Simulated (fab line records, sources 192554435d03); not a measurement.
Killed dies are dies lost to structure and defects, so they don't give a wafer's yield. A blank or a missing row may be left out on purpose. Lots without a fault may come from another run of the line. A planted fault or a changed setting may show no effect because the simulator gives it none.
Chamber matching | flow n5_finfet | N5_BEOL_M7_ETCH_62 on rie_diel-04: 4 sister chambers
The step etches SOC in N2/H2, target depth 110 nm, overetch 22 nm, time 165 s. 4 wafers are shown with their chamber, then 8 later ones without.

WAFERS WITH THEIR CHAMBER
wafer  | chamber | showerhead_plenum_p_Torr (Torr)
L085.2 | 2       | 2.40
L087.3 | 0       | 2.54
L087.6 | 1       | 2.63
L086.1 | 3       | 2.62

WAFERS WITHOUT THEIR CHAMBER
wafer  | showerhead_plenum_p_Torr (Torr)
L086.3 | 2.54
L086.5 | 2.40
L089.1 | 2.40
L089.4 | 2.62
L089.6 | 2.40
L096.1 | 2.53
L096.2 | 2.62
L096.5 | 2.53

WHICH CHAMBER EACH WENT THROUGH
wafer  | from the rows above     | in truth
L086.3 | 0                       | 0
L086.5 | 2                       | 2
L089.1 | 2                       | 2
L089.4 | can't be placed: 3 or 1 | 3
L089.6 | 2                       | 2
L096.1 | 0                       | 0
L096.2 | can't be placed: 3 or 1 | 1
L096.5 | 0                       | 0
Placed correctly: 6 of 8. Can't be placed from these rows: 2 (the true chamber is among the candidates in 2). Placed wrongly: 0.
How it was worked out, from the rows above alone: a wafer's distance from a chamber is the root of the sum, over the readings, of the square of ((its reading less the chamber's mean) divided by the reading's scatter). The wafer belongs to the nearest chamber; if the next one is less than 2 further off, it can't be placed. A chamber's mean is the mean of its shown wafers. The scatter: with one shown wafer a chamber, the root of the mean of the squares of how far each hidden wafer lies from its nearest shown one.
